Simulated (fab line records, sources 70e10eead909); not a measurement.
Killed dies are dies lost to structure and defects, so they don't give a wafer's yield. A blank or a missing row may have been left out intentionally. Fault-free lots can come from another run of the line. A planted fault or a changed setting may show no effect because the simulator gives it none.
Matching of chambers || flow nand_harc || NHARC_A_CHANNEL_FILL_D1_ETCHBACK_20 on rie_diel-10 has 4 sister chambers
The step etches the open film in C4F8/O2/Ar, target depth 27 nm, time 13.5 s. 14 wafers are shown with their chamber, then 7 later ones without.

EACH WAFER AND ITS CHAMBER
{"wafer": "L228.1", "chamber": 1, "rf_vpp_V (V)": 982, "rf_fwd_power_W (W)": 588.8, "oes_product_au (a.u.)": 1.00}
{"wafer": "L228.2", "chamber": 2, "rf_vpp_V (V)": 976, "rf_fwd_power_W (W)": 584.9, "oes_product_au (a.u.)": 1.00}
{"wafer": "L228.4", "chamber": 3, "rf_vpp_V (V)": 978, "rf_fwd_power_W (W)": 590.2, "oes_product_au (a.u.)": 0.99}
{"wafer": "L232.1", "chamber": 3, "rf_vpp_V (V)": 978, "rf_fwd_power_W (W)": 589.3, "oes_product_au (a.u.)": 0.93}
{"wafer": "L232.3", "chamber": 0, "rf_vpp_V (V)": 980, "rf_fwd_power_W (W)": 591.1, "oes_product_au (a.u.)": 0.93}
{"wafer": "L232.6", "chamber": 1, "rf_vpp_V (V)": 982, "rf_fwd_power_W (W)": 587.1, "oes_product_au (a.u.)": 0.92}
{"wafer": "L237.3", "chamber": 1, "rf_vpp_V (V)": 982, "rf_fwd_power_W (W)": 585.2, "oes_product_au (a.u.)": 0.92}
{"wafer": "L237.5", "chamber": 3, "rf_vpp_V (V)": 976, "rf_fwd_power_W (W)": 587.7, "oes_product_au (a.u.)": 0.93}
{"wafer": "L237.6", "chamber": 0, "rf_vpp_V (V)": 978, "rf_fwd_power_W (W)": 590.3, "oes_product_au (a.u.)": 0.93}
{"wafer": "L240.3", "chamber": 1, "rf_vpp_V (V)": 982, "rf_fwd_power_W (W)": 589.3, "oes_product_au (a.u.)": 0.93}
{"wafer": "L240.4", "chamber": 3, "rf_vpp_V (V)": 977, "rf_fwd_power_W (W)": 589.4, "oes_product_au (a.u.)": 0.92}
{"wafer": "L240.5", "chamber": 0, "rf_vpp_V (V)": 979, "rf_fwd_power_W (W)": 590.2, "oes_product_au (a.u.)": 0.93}
{"wafer": "L238.3", "chamber": 1, "rf_vpp_V (V)": 982, "rf_fwd_power_W (W)": 583.3, "oes_product_au (a.u.)": 0.92}
{"wafer": "L238.4", "chamber": 2, "rf_vpp_V (V)": 977, "rf_fwd_power_W (W)": 583.4, "oes_product_au (a.u.)": 0.92}

SIGNATURES (means of the wafers above)
{"reading": "rf_vpp_V", "chamber 0": 979.00, "chamber 1": 982.00, "chamber 2": 976.50, "chamber 3": 977.25, "scatter within a chamber": 0.725}
{"reading": "rf_fwd_power_W", "chamber 0": 590.533, "chamber 1": 586.740, "chamber 2": 584.150, "chamber 3": 589.150, "scatter within a chamber": 1.73}
{"reading": "oes_product_au", "chamber 0": 0.9300, "chamber 1": 0.9380, "chamber 2": 0.9600, "chamber 3": 0.9425, "scatter within a chamber": 0.0334}
Rule: distance of a wafer from a chamber = root of the sum over the readings of ((wafer's reading minus chamber's mean) / reading's scatter) squared. The wafer belongs to the nearest chamber; if the next one is less than 2 further off, it can't be placed. The scatter: the root of (the sum of the squares of (reading less its chamber's mean) over the shown wafers, divided by (wafers less chambers)).

WAFERS WITHOUT THEIR CHAMBER
{"wafer": "L238.5", "rf_vpp_V (V)": 978, "rf_fwd_power_W (W)": 587.5, "oes_product_au (a.u.)": 0.92}
{"wafer": "L241.3", "rf_vpp_V (V)": 980, "rf_fwd_power_W (W)": 587.6, "oes_product_au (a.u.)": 0.94}
{"wafer": "L241.4", "rf_vpp_V (V)": 979, "rf_fwd_power_W (W)": 586.3, "oes_product_au (a.u.)": 0.93}
{"wafer": "L241.6", "rf_vpp_V (V)": 982, "rf_fwd_power_W (W)": 585.9, "oes_product_au (a.u.)": 0.93}
{"wafer": "L244.1", "rf_vpp_V (V)": 979, "rf_fwd_power_W (W)": 587.1, "oes_product_au (a.u.)": 0.92}
{"wafer": "L244.3", "rf_vpp_V (V)": 975, "rf_fwd_power_W (W)": 581.1, "oes_product_au (a.u.)": 0.92}
{"wafer": "L244.4", "rf_vpp_V (V)": 978, "rf_fwd_power_W (W)": 587.3, "oes_product_au (a.u.)": 0.92}

WHICH CHAMBER EACH WENT THROUGH
{"wafer": "L238.5", "from the rows above": "can't be placed: 3 or 0 or 2", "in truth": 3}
{"wafer": "L241.3", "from the rows above": "can't be placed: 0 or 1 or 3", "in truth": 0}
{"wafer": "L241.4", "from the rows above": "can't be placed: 0 or 3 or 2 or 1", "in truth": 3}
{"wafer": "L241.6", "from the rows above": 1, "in truth": 1}
{"wafer": "L244.1", "from the rows above": "can't be placed: 0 or 3", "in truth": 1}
{"wafer": "L244.3", "from the rows above": 2, "in truth": 2}
{"wafer": "L244.4", "from the rows above": "can't be placed: 3 or 0 or 2", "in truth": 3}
Placed correctly: 2 of 7. From these rows, 5 cannot be placed; in 4 the true chamber is one of the candidates. Wrongly placed: 0.
